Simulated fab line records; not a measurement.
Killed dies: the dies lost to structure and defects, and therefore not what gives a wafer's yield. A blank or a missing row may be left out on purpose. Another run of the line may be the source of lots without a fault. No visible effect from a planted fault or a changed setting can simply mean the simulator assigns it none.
8D (eight disciplines) problem report, filled in by code ; flow n5_finfet ; the parts of the form that need people (team, actions taken, sign-off) are left out

== 1. THE PROBLEM ==
At N5_BEOL_M8_ETCH_61, bias_w averages 38.21 W over 6 wafers from 2 lots, while fault-free wafers read 35.99 W, standard deviation 0.11. That puts it +20 standard deviations away from the usual mean.
The step: etches SiARC in CF4, target depth 45.5 nm, time 75.8 s.
First observed at day 13 10:08: wafer L349.1, on rie_diel-06. Wafers with a number at this step in the record: 30, from 10 lots. The rule behind "out" and "out of limits": a value lying over 4 standard deviations away from the usual mean. Any other wafer with a number is counted as sound.

== 2. WHAT IT IS, AND WHAT IT ISN'T ==
question;is;is not
which readings at this step;bias_w, rf_vpp_V;drypump_motor_current_A, oes_product_au, showerhead_plenum_p_Torr, throttle_valve_pct
which lots;L349, L351;L335, L336, L338, L340, L341, L353, L354, L357
which wafers of those lots;all that have a number;-
read on which tools;rie_diel-06;rie_diel-02, rie_diel-04
when;from day 13 10:08;"up to then (15 sound wafers); but 9 sound wafers of L353, L354, L357 came after"

== 3. THE SUSPECTS, EACH WITH WHAT RULES IT OUT ==
Counting: a tool at a process step up to the reading stays a suspect if it ran every lot that is out and no sound lot after the first of them.
- rie_diel-06 at N5_BEOL_M8_ETCH_61 (etches SiARC in CF4, target depth 45.5 nm, time 75.8 s): kept. It ran every lot that is out, first L349 (day 13 10:08), and no sound lot after that; its last sound lot up to then is L340 (day 11 02:17). On those wafers its own readings are out: bias_w, rf_vpp_V.
The count leaves rie_diel-06 at N5_BEOL_M8_ETCH_61.

== 4. THE CAUSE (what the simulator had put in) ==
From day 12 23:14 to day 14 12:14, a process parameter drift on rie_diel-06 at N5_BEOL_M8_ETCH_61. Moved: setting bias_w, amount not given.
This tool alone remained once counting was done.

== 5. THE EFFECT CHAIN, in route order ==
Each row: a reading whose mean over the struck wafers that have a number lies more than 3 standard deviations from the usual. Readings are gone through only where the record gives a usual standard deviation; hours: the median, over the lots, of the time from a lot's start at the first step in this table giving one to that lot's start at this step; sigmas: the change measured in usual standard deviations.
hours;step;reading;usual;on struck wafers;change;sigmas
0;N5_BEOL_M8_ETCH_61;bias_w;35.99 W;38.21;+2.22;+20
0;N5_BEOL_M8_ETCH_61;rf_vpp_V;183.6 V;190.5;+6.9;+6.9
Process steps it contains:
- N5_BEOL_M8_ETCH_61: etches SiARC in CF4, target depth 45.5 nm, time 75.8 s.

== 6. WHAT WOULD HAVE CAUGHT IT SOONER ==
The fault began at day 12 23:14; the first out-of-limits reading in this record came at day 13 10:08, 11 hours later.
